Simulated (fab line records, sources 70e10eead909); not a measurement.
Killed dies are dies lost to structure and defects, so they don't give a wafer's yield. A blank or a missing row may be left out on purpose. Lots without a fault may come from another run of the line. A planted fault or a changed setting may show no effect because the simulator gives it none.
Which tool did it? | flow nand_harc | 7 lots, 21 wafers sampled, at 3 steps of a route of 1302

WHAT THE GAUGES READ, wafer by wafer
NHARC_P_STI_CD_MEAS_09: target cd 200 nm.
lot  | measured     | on        | cd_nm (nm)
L632 | day 3 09:13  | cd_sem-03 | 198.3 199.2 199.2
L634 | day 4 00:52  | cd_sem-01 | 198.9 199.4 199.1
L637 | day 5 09:14  | cd_sem-03 | 197.9 197.8 198.2
L639 | day 6 02:30  | cd_sem-01 | 200.1 199.3 199.7
L641 | day 7 00:20  | cd_sem-02 | 198.5 201.1 199.2
L648 | day 9 22:35  | cd_sem-01 | 197.6 195.3 196.2
L650 | day 10 22:54 | cd_sem-03 | 234.4 234.3 233.3

WHICH TOOL RAN EACH LOT (tool, then ch and the chambers of the sampled wafers, then the start)
lot  | NHARC_P_ZERO_WELL_RTA_42         | NHARC_P_STI_PEB_07
L632 | rtp_anneal-01 ch 0, day 2 13:22  | litho_track-07 ch 0, day 3 09:08
L634 | rtp_anneal-02 ch 0, day 3 09:02  | litho_track-02 ch 0, day 4 00:46
L637 | rtp_anneal-01 ch 0, day 4 15:04  | litho_track-07 ch 0, day 5 09:08
L639 | rtp_anneal-02 ch 0, day 5 10:45  | litho_track-05 ch 0, day 6 02:25
L641 | rtp_anneal-02 ch 0, day 6 07:01  | litho_track-05 ch 0, day 7 00:14
L648 | rtp_anneal-01 ch 0, day 9 04:58  | litho_track-07 ch 0, day 9 22:30
L650 | rtp_anneal-02 ch 0, day 10 05:50 | litho_track-07 ch 0, day 10 22:49
- NHARC_P_ZERO_WELL_RTA_42: time 300 s.
- NHARC_P_STI_PEB_07: peb time 80 s.

THE ANSWER, worked out from the rows above alone
Rule: what is usual is taken from the lots themselves. Put in order of their means at a reading, lots are off if they are a third of the lots or fewer, leave a main group of 4 or more, and stand apart from it by a gap of 3 or more times the standard deviation of the main group's means; of several such gaps the widest counts. A main group whose means are all the same, to the digits that the tables above print for the reading, isn't used. A lot without any number at a reading at which 4 lots or more have one is off too. The other lots that the step has rows for count as sound.
Off: L650, at NHARC_P_STI_CD_MEAS_09 (cd_nm). The main group: mean 198.6 nm, standard deviation 1.2.
A tool fits if, at a process step before that reading, it ran every lot that is off, and no sound lot after the first of them. The gauges at NHARC_P_STI_CD_MEAS_09 are tried like those tools. Can't be told from this: 3 tools fit, rtp_anneal-02 at NHARC_P_ZERO_WELL_RTA_42, litho_track-07 at NHARC_P_STI_PEB_07, cd_sem-03 at NHARC_P_STI_CD_MEAS_09.

WHAT THE SIMULATOR HAD PUT IN
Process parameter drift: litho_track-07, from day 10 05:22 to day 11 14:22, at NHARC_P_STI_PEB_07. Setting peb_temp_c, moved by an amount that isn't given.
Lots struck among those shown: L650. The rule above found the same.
